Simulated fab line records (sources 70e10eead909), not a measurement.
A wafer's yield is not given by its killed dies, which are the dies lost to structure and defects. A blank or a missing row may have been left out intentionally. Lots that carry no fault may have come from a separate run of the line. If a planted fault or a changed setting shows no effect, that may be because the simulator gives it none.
What tool caused it? | flow nandHarc | 12 lots with 36 wafers sampled at 5 steps, on a route of 1159 steps

## WHAT THE GAUGES SHOWED, per wafer
NHARC_P_START_INSPECT_01. Usual: rawDefectCount at 3.6, with a standard deviation of 2.3.
lot  | measured    | on               | rawDefectCount | flag
L743 | day 1 12:02 | defectInspect-01 | 9 2 5          | 
L749 | day 3 00:02 | defectInspect-02 | 3 6 3          | 
L752 | day 3 18:02 | defectInspect-01 | 3 7 4          | 
L755 | day 4 12:02 | defectInspect-01 | 6 4 3          | 
L757 | day 5 00:02 | defectInspect-02 | 0 6 5          | 
L760 | day 5 18:02 | defectInspect-01 | 0 4 1          | 
L761 | day 6 00:02 | defectInspect-02 | 3 1 2          | 
L762 | day 6 06:02 | defectInspect-02 | 1 3 1          | 
L763 | day 6 12:02 | defectInspect-02 | 0 3 0          | 
L764 | day 6 18:02 | defectInspect-01 | 2 2 4          | 
L765 | day 7 00:02 | defectInspect-01 | 3 4 2          | 
L766 | day 7 06:02 | defectInspect-02 | 3 12 4         | 

NHARC_END_SORT_01. Usual: killedAtArray 27, standard deviation 9.9; killedAtOther 0.5, standard deviation 0.76; killedAtPeriphery 3.4, standard deviation 2.2; killedDies 31, standard deviation 10; killedOpen 3.3, standard deviation 2; killedShort 2.0, standard deviation 1.5.
lot  | measured     | on        | killedAtArray | killedAtOther | killedAtPeriphery | killedDies | killedOpen | killedShort | flag
L749 | day 20 20:11 | prober-02 | 24 22 25      | 0 0 0         | 4 4 5             | 28 26 30   | 1 3 1      | 0 0 1       | 
L752 | day 21 21:12 | prober-02 | 23 22         | 2 1           | 0 2               | 25 25      | 0 2        | 1 0         | 

## TOOL THAT RAN EACH LOT (tool first, then ch and the chambers of the sampled wafers, then the start)
lot  | NHARC_P_ZERO_WELL_ETCH_62        | NHARC_P_ZERO_WELL_DESCUM_54      | NHARC_P_GATE_DESCUM_13
L743 | rieDiel-05 ch 0,1, day 1 13:35   | rieDiel-12 ch 0,1,2, day 1 17:59 | rieDiel-08 ch 2,3, day 4 03:13
L749 | rieDiel-10 ch 0,1,2, day 3 01:35 | rieDiel-05 ch 1,2,3, day 3 05:39 | rieDiel-08 ch 0,1,2, day 5 15:19
L752 | rieDiel-10 ch 0,2,3, day 3 19:35 | rieDiel-05 ch 0,2,3, day 3 23:54 | rieDiel-11 ch 0,1,2, day 6 12:31
L755 | rieDiel-05 ch 0,2,3, day 4 13:27 | rieDiel-12 ch 0,1,2, day 4 17:44 | rieDiel-08 ch 0,2, day 7 06:02
L757 | rieDiel-05 ch 1,2,3, day 5 01:35 | rieDiel-05 ch 0,2,3, day 5 05:55 | rieDiel-01 ch 0,1,2, day 7 12:35
L760 | rieDiel-05 ch 0,1,2, day 5 19:35 | rieDiel-12 ch 0,2,3, day 5 23:56 | rieDiel-08 ch 1,3, day 8 04:53
L761 | rieDiel-10 ch 0,1,2, day 6 01:34 | rieDiel-05 ch 1,2,3, day 6 05:49 | rieDiel-11 ch 2,3, day 8 16:22
L762 | rieDiel-10 ch 0,1,2, day 6 07:36 | rieDiel-05 ch 1,2,3, day 6 11:58 | rieDiel-08 ch 0,1,3, day 8 21:22
L763 | rieDiel-12 ch 0,1, day 6 13:35   | rieDiel-12 ch 1,2, day 6 17:55   | rieDiel-08 ch 0,2, day 8 21:35
L764 | rieDiel-12 ch 0,3, day 6 19:34   | rieDiel-10 ch 0,2, day 6 23:40   | rieDiel-08 ch 1,2,3, day 9 10:25
L765 | rieDiel-12 ch 2,3, day 7 01:26   | rieDiel-05 ch 0,2, day 7 05:46   | rieDiel-01 ch 1,3, day 9 10:16
L766 | rieDiel-10 ch 0,1,3, day 7 07:35 | rieDiel-12 ch 0,2,3, day 7 11:41 | rieDiel-11 ch 0,1,2, day 9 16:56
- NHARC_P_ZERO_WELL_ETCH_62: etches the open film in CHF3/Ar, target depth 13 nm, time 6.5 s.
- NHARC_P_ZERO_WELL_DESCUM_54: chemistry O2, time 3 s.
- NHARC_P_GATE_DESCUM_13: chemistry O2, time 3 s.

## WHAT THE TOOLS THEMSELVES READ (means of the sampled wafers that have a number; where no wafer has one, the mark that the record gives instead)
NHARC_P_ZERO_WELL_ETCH_62. Usual: drypumpMotorCurrentA 5.5 A, standard deviation 0.4; oesProductAu 0.966 a.u., standard deviation 0.018; rfVppV 371.6 V, standard deviation 2.2; showerheadPlenumPTorr 2.39 Torr, standard deviation 0.095; throttleValvePct 20.216 %, standard deviation 0.0094.
lot  | tool       | drypumpMotorCurrentA (A) | oesProductAu (a.u.) | rfVppV (V) | showerheadPlenumPTorr (Torr) | throttleValvePct (%) | flag
L743 | rieDiel-05 | 5.5                      | 0.974               | 373.9      | 2.47                         | 20.218               | 
L749 | rieDiel-10 | 5.3                      | 1.239               | 370.7      | 2.39                         | 20.215               | OFF
L752 | rieDiel-10 | 5.3                      | 1.224               | 370.8      | 2.38                         | 20.219               | OFF
L755 | rieDiel-05 | 5.8                      | 0.971               | 372.3      | 2.48                         | 20.210               | 
L757 | rieDiel-05 | 5.7                      | 0.972               | 373.1      | 2.42                         | 20.216               | 
L760 | rieDiel-05 | 5.5                      | 0.975               | 372.3      | 2.44                         | 20.209               | 
L761 | rieDiel-10 | 5.3                      | 0.971               | 372.2      | 2.39                         | 20.223               | 
L762 | rieDiel-10 | 5.3                      | 0.970               | 372.5      | 2.39                         | 20.219               | 
L763 | rieDiel-12 | 5.8                      | 0.981               | 371.9      | 2.40                         | 20.217               | 
L764 | rieDiel-12 | 5.3                      | 0.972               | 372.4      | 2.42                         | 20.220               | 
L765 | rieDiel-12 | 5.3                      | 0.959               | 369.8      | 2.28                         | 20.217               | 
L766 | rieDiel-10 | 5.4                      | 0.966               | 369.8      | 2.31                         | 20.215               | 

NHARC_P_ZERO_WELL_DESCUM_54. Usual: drypumpMotorCurrentA 5.5 A, standard deviation 0.4; oesProductAu 1.003 a.u., standard deviation 0.015; rfVppV 57.9 V, standard deviation 0.83; showerheadPlenumPTorr 1.95 Torr, standard deviation 0.077; throttleValvePct 11.309 %, standard deviation 0.0089.
lot  | tool       | drypumpMotorCurrentA (A) | oesProductAu (a.u.) | rfVppV (V) | showerheadPlenumPTorr (Torr) | throttleValvePct (%) | flag
L743 | rieDiel-12 | 5.4                      | 1.014               | 57.3       | 1.94                         | 11.306               | 
L749 | rieDiel-05 | 5.7                      | 1.006               | 57.9       | 1.98                         | 11.312               | 
L752 | rieDiel-05 | 5.8                      | 1.002               | 59.2       | 2.03                         | 11.305               | 
L755 | rieDiel-12 | 5.5                      | 1.024               | 58.1       | 1.94                         | 11.306               | 
L757 | rieDiel-05 | 5.8                      | 1.003               | 58.3       | 2.03                         | 11.311               | 
L760 | rieDiel-12 | 5.3                      | 1.005               | 58.5       | 1.92                         | 11.318               | 
L761 | rieDiel-05 | 5.7                      | 0.998               | 58.6       | 1.98                         | 11.313               | 
L762 | rieDiel-05 | 5.7                      | 0.998               | 58.2       | 1.98                         | 11.305               | 
L763 | rieDiel-12 | 5.5                      | 1.012               | 57.8       | 1.88                         | 11.308               | 
L764 | rieDiel-10 | 5.4                      | 0.989               | 58.4       | 1.96                         | 11.300               | 
L765 | rieDiel-05 | 5.5                      | 0.992               | 58.2       | 2.02                         | 11.310               | 
L766 | rieDiel-12 | 5.3                      | 0.995               | 58.0       | 1.92                         | 11.303               | 

NHARC_P_GATE_DESCUM_13. Usual: drypumpMotorCurrentA 5.71 A, standard deviation 0.24; oesProductAu 1.002 a.u., standard deviation 0.011; rfVppV 57.8 V, standard deviation 0.87; showerheadPlenumPTorr 1.92 Torr, standard deviation 0.081; throttleValvePct 11.311 %, standard deviation 0.0087.
lot  | tool       | drypumpMotorCurrentA (A) | oesProductAu (a.u.) | rfVppV (V) | showerheadPlenumPTorr (Torr) | throttleValvePct (%) | flag
L743 | rieDiel-08 | 5.53                     | 0.989               | 58.3       | 1.83                         | 11.305               | 
L749 | rieDiel-08 | 5.62                     | 1.012               | 57.7       | 1.90                         | 11.316               | 
L752 | rieDiel-11 | 5.61                     | 0.997               | 57.7       | 1.92                         | 11.316               | 
L755 | rieDiel-08 | 5.50                     | 1.001               | 57.5       | 1.86                         | 11.305               | 
L757 | rieDiel-01 | 5.68                     | 1.001               | 58.2       | 1.93                         | 11.321               | 
L760 | rieDiel-08 | 5.97                     | 1.001               | 58.0       | 1.91                         | 11.312               | 
L761 | rieDiel-11 | 5.66                     | 0.991               | 58.1       | 1.91                         | 11.311               | 
L762 | rieDiel-08 | 5.82                     | 1.007               | 57.1       | 1.92                         | 11.308               | 
L763 | rieDiel-08 | 5.40                     | 0.996               | 58.0       | 1.83                         | 11.306               | 
L764 | rieDiel-08 | 5.74                     | 1.006               | 57.8       | 1.89                         | 11.315               | 
L765 | rieDiel-01 | 6.01                     | 1.000               | 57.0       | 1.91                         | 11.313               | 
L766 | rieDiel-11 | 5.60                     | 0.990               | 58.0       | 1.92                         | 11.318               | 

## THE ANSWER, worked out from the rows above alone
Rule: a lot is off if the mean of its wafers that have a number lies more than 3 standard deviations from the usual mean. Also off: a lot with no number at a reading for which 4 or more lots have one. All remaining lots with rows at the step are treated as sound. After the gauges, taken in route order, come the tools' own readings; for these a lot's mean is taken, as printed above. At the first step where some lot is off, the reading lying furthest off is the one used; lots without a number count as furthest.
Off: L749, L752, at NHARC_P_ZERO_WELL_ETCH_62 (oesProductAu).
A tool fits if, at that step or a process step before it, it ran every lot that is off, and no sound lot after the first of them. None of those tried fits.

## WHAT THE SIMULATOR HAD PUT IN
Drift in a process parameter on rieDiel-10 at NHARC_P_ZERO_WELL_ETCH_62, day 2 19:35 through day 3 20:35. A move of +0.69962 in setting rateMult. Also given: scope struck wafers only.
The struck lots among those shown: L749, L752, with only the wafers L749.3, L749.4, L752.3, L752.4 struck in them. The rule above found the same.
